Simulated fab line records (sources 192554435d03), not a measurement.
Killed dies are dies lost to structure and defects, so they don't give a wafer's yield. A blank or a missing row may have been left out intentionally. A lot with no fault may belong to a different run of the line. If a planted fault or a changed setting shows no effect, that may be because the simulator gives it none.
Lot-split experiment ; flow n5Finfet ; 21 wafers read from 7 lots, route of 1938 steps

== SPLIT DETAILS ==
At N5_BEOL_M11_VIA_ETCH_34 (etches SiCOH lowk in C4F6/O2, target depth 184.5 nm, time 69.2 s), the setting timeS was moved away from the recipe's 69.2 s on 4 of the 21 wafers read, by -17.3% to +15.4%. For the rest of the wafers, this setting stayed at what the recipe calls for.

Reading taken at the split's own step.

== THE READING ==
etch.depthNm (the simulator's own value, which no gauge read), in nm, at N5_BEOL_M11_VIA_ETCH_34 (etches SiCOH lowk in C4F6/O2, target depth 184.5 nm, time 69.2 s). The file gives no usual value for it. Average 182.1 nm, standard deviation 2.7 nm, over the 17 wafers here run with the recipe.

wafer;tool, chamber at the split;timeS as run, s;against the recipe;etch.depthNm, nm;against lot-mates on the recipe
L074.2;rieDiel-01, 0;57.22;-17.3%;158.8;-25.5
L074.3;rieDiel-01, 1;57.22;-17.3%;155.5;-28.8
L074.4;rieDiel-01, 3;69.2;recipe;184.3;-
L075.3;rieDiel-02, 2;69.2;recipe;177.8;-
L075.4;rieDiel-02, 3;69.2;recipe;184.8;-
L075.5;rieDiel-02, 1;69.2;recipe;183;-
L076.2;rieDiel-02, 2;69.2;recipe;178.8;-
L076.5;rieDiel-02, 0;69.2;recipe;184;-
L076.6;rieDiel-02, 1;58.13;-16.0%;153.3;-28.1
L087.1;rieDiel-03, 3;69.2;recipe;184;-
L087.2;rieDiel-03, 0;69.2;recipe;179.8;-
L087.4;rieDiel-03, 2;69.2;recipe;181.6;-
L093.2;rieDiel-03, 2;69.2;recipe;182.5;-
L093.3;rieDiel-03, 0;69.2;recipe;176.8;-
L093.4;rieDiel-03, 3;69.2;recipe;181.9;-
L094.1;rieDiel-03, 3;69.2;recipe;183.4;-
L094.2;rieDiel-03, 0;79.87;+15.4%;206.9;+25.0
L094.5;rieDiel-03, 0;69.2;recipe;180.3;-
L095.3;rieDiel-02, 3;69.2;recipe;183.3;-
L095.4;rieDiel-02, 1;69.2;recipe;182.1;-
L095.5;rieDiel-02, 2;69.2;recipe;187.7;-

FIT RESULTS
A straight line over all 21 wafers: etch.depthNm changes by +1.56 nm for each +1% of timeS; r = +0.97; the points scatter about the line by 2.8 nm.
The same after taking each lot's own level away (the mean of its wafers on the recipe; 21 wafers): +1.62 nm for each +1%; r = +0.98; scatter 2.3 nm.
On that fit, the largest move of timeS shifts the reading by 28 nm.
Across the lots, their own levels run from 180.40 to 184.37 nm, a range of 1.5 times the standard deviation given above.
Consequently the slope shifts little with the lot-to-lot level, the two slopes agreeing.
Check: -29.2 nm against its lot-mates is what the line predicts for one of the wafers moved furthest among these (-17.3%) when that wafer is left out of the fit. Against them it came out at -25.5 nm.

== OTHER SPLITS APPLIED TO THESE WAFERS ==
Note: prior to the reading, these wafers also went through further splits. Each is held against what the fit with the lots' levels taken away leaves over:
other split on the same wafers;wafers away from the commonest value;r with etch.depthNm (lot level and that fit taken away)
N5_BEOL_M9_DEP_56 timeS;8;-0.21

== THE FILE'S OWN FIT ==
etch.depthNm changes by +1.64 nm for each +1% of timeS, r = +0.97.
